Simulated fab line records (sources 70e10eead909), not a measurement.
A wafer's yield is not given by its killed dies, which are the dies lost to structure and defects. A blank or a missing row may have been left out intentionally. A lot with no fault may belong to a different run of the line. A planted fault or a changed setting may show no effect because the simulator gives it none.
The same fault as seen by 2 desks -- flow nand harc -- each desk has only its own numbers; what lay behind them comes last

FROM THE METROLOGY DESK
Lot by lot, what the gauges showed, no matter which tool ran the lot: averages of those sampled wafers that carry a number. A lot is out of limits, marked OUT, if its mean lies more than 4 standard deviations from the usual mean; the brackets give that distance.
Columns: A = overlay x nm at NHARC_P_CONTACT_OVL_MEAS_13, usual -0.1 nm; B = overlay y nm at NHARC_P_CONTACT_OVL_MEAS_13, usual 0.1 nm; C = cd nm at NHARC_P_M0_CD_MEAS_09, usual 90.1 nm
lot,first seen here,A,B,C
L411,day 6 09:43,-0.5,0.4,89.8
L412,day 6 21:38,0.0,-1.5,89.5
L413,day 7 05:07,0.9,0.5,89.5
L416,day 8 17:08,0.5,0.5,89.4
L417,day 8 22:57,1.0,0.7,77.0 (-20) OUT
L419,day 9 15:49,0.5,-0.6,80.0 (-15) OUT
L426,day 12 13:56,-0.6,1.3,90.0
L427,day 12 18:41,0.1,0.9,90.3
L428,day 13 15:03,-1.5,0.7,91.2
L429,day 13 15:43,-0.0,0.7,90.1
L430,day 14 05:41,0.4,0.2,90.0
L431,day 14 18:37,-0.8,-0.1,90.1
L432,day 15 03:46,1.4,1.0,90.1
L433,day 15 11:42,-0.6,0.5,90.3
This desk's verdict: out of limits on L417, L419, starting with L417 at day 9 03:30 (cd nm at NHARC_P_M0_CD_MEAS_09). L411, L412, L413, L416, L426, L427, L428, L429, L430, L431, L432, L433 stayed within limits.

AT THE TOOL OWNER'S DESK: litho track-01
The tool's own readings at NHARC_P_M0_PEB_07 (peb time 65 s): means of the sampled wafers that have a number, for each lot that ran on this tool. A lot is out of limits, marked OUT, if its mean lies more than 4 standard deviations from the usual mean; the brackets give that distance.
Columns: A = heater power total W at NHARC_P_M0_PEB_07, usual 156.6 W
lot,first seen here,A
L411,day 6 13:44,157.0
L412,day 7 01:37,156.7
L413,day 7 09:17,156.4
L416,day 8 21:29,156.6
L417,day 9 03:25,185.4 (+70) OUT
L419,day 9 20:21,185.5 (+70) OUT
L429,day 13 19:52,156.6
This desk's verdict: out of limits on L417, L419, starting with L417 at day 9 03:25 (heater power total W at NHARC_P_M0_PEB_07). L411, L412, L413, L416, L429 stayed within limits.

BROUGHT TOGETHER
An alarm could have come from the tool owner's desk at day 9 03:25, on L417, L419.
At day 9 03:30 the metrology desk could have sounded an alarm, on L417, L419.
NHARC_P_M0_PEB_07 was run on litho track-01 by each of the lots named.

WHAT THE SIMULATOR HAD PUT IN
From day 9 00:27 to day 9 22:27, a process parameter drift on litho track-01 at NHARC_P_M0_PEB_07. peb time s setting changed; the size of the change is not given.
Lots struck among those shown: L417, L419.
Time in hours from fault onset to the first out-of-limits reading at each desk: tool owner's desk 3, metrology desk 3.
